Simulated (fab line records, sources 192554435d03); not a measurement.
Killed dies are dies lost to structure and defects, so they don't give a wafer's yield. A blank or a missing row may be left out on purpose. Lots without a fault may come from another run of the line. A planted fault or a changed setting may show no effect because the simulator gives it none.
Chamber matching | flow n5_finfet | N5_STI_FIN_REVEAL_ETCH_34 on rie_si-06: 4 sister chambers
The step etches Si in H2, material Si, target depth 0.97 nm. 7 wafers are shown with their chamber, then 8 later ones without.

WAFERS WITH THEIR CHAMBER
wafer  | chamber | drypump_motor_current_A (A) | throttle_valve_pct (%)
L074.5 | 3       | 5.6                         | 25.7
L082.2 | 0       | 5.9                         | 25.2
L082.5 | 0       | 5.8                         | 25.2
L083.2 | 1       | 4.9                         | 25.3
L083.4 | 2       | 6.4                         | 26.0
L083.5 | 1       | 4.9                         | 25.4
L084.1 | 2       | 6.4                         | 26.0

WAFERS WITHOUT THEIR CHAMBER
wafer  | drypump_motor_current_A (A) | throttle_valve_pct (%)
L084.5 | 4.9                         | 25.4
L084.6 | 6.4                         | 26.0
L090.2 | 5.8                         | 25.3
L090.3 | 6.4                         | 26.0
L090.4 | 4.9                         | 25.3
L097.2 | 6.4                         | 26.0
L097.3 | 5.6                         | 25.7
L097.5 | 5.6                         | 25.7

WHICH CHAMBER EACH WENT THROUGH
wafer  | from the rows above | in truth
L084.5 | 1                   | 1
L084.6 | 2                   | 2
L090.2 | 0                   | 0
L090.3 | 2                   | 2
L090.4 | 1                   | 1
L097.2 | 2                   | 2
L097.3 | 3                   | 3
L097.5 | 3                   | 3
Placed correctly: 8 of 8. Can't be placed from these rows: 0. Placed wrongly: 0.
How it was worked out, from the rows above alone: a wafer's distance from a chamber is the root of the sum, over the readings, of the square of ((its reading less the chamber's mean) divided by the reading's scatter). The wafer belongs to the nearest chamber; if the next one is less than 2 further off, it can't be placed. A chamber's mean is the mean of its shown wafers. The scatter: the root of (the sum of the squares of (reading less its chamber's mean) over the shown wafers, divided by (wafers less chambers)).
